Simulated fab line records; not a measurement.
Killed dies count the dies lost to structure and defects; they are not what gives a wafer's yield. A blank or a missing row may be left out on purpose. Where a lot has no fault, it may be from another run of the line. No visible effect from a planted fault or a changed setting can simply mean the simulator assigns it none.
The same fault as seen by 2 desks || flow nand-harc || numbers are kept per desk, each desk with only its own; the story behind them comes last

== AT THE TOOL OWNER'S DESK: litho-track-02 ==
The tool's own readings at NHARC_P_ZERO_WELL_PEB_09 (peb time 80 s): means of the sampled wafers that have a number, for each lot that ran on this tool. The brackets show how far a lot's mean lies from the usual mean; more than 4 standard deviations puts the lot out of limits, marked OUT.
Columns: A = resist-line-temp-C at NHARC_P_ZERO_WELL_PEB_09, usual 23.00 C
{"lot": "L457", "first seen here": "day 1 21:09", "A": 23.06}
{"lot": "L464", "first seen here": "day 4 19:09", "A": 22.97}
{"lot": "L465", "first seen here": "day 5 05:02", "A": 22.96}
{"lot": "L470", "first seen here": "day 7 07:02", "A": 23.04}
{"lot": "L472", "first seen here": "day 8 03:10", "A": 22.92}
{"lot": "L473", "first seen here": "day 8 13:02", "A": 23.02}
This desk found nothing out of limits on any of the 6 lots.

== METROLOGY DESK ==
What the gauges read, lot by lot, whatever tool the lot ran on: means of the sampled wafers that have a number. The brackets show how far a lot's mean lies from the usual mean; more than 4 standard deviations puts the lot out of limits, marked OUT.
Columns: A = cd-nm at NHARC_P_ZERO_WELL_CD_MEAS_11, usual 500.5 nm
{"lot": "L457", "first seen here": "day 1 21:14", "A": 501.1}
{"lot": "L461", "first seen here": "day 3 13:15", "A": 499.8}
{"lot": "L464", "first seen here": "day 4 19:14", "A": 500.4}
{"lot": "L465", "first seen here": "day 5 05:07", "A": 501.3}
{"lot": "L466", "first seen here": "day 5 15:14", "A": 501.8}
{"lot": "L469", "first seen here": "day 6 21:15", "A": 500.2}
{"lot": "L470", "first seen here": "day 7 07:07", "A": 501.4}
{"lot": "L472", "first seen here": "day 8 03:14", "A": "509.0 (+5.0) OUT"}
{"lot": "L473", "first seen here": "day 8 13:07", "A": 505.9}
{"lot": "L478", "first seen here": "day 10 15:17", "A": 502.6}
{"lot": "L480", "first seen here": "day 11 11:15", "A": 501.9}
This desk finds L472 out of limits, L472 being first, at day 8 03:14 (cd-nm at NHARC_P_ZERO_WELL_CD_MEAS_11). In limits: L457, L461, L464, L465, L466, L469, L470, L473, L478, L480.

== ALL TOGETHER ==
On L472, the metrology desk was in a position to raise an alarm at day 8 03:14.
The desk of the tool owner found nothing out of limits.
The tool owner's desk has L472 on record, within its limits.
NHARC_P_ZERO_WELL_PEB_09 was run on litho-track-02 by each of the lots named.

== WHAT HAD BEEN PUT IN BY THE SIMULATOR ==
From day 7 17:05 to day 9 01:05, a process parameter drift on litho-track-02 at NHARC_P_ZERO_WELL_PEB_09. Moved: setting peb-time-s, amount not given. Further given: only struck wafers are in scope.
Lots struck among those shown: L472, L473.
Time in hours between the start of the fault and the first out-of-limits reading at each desk: metrology desk, 10.
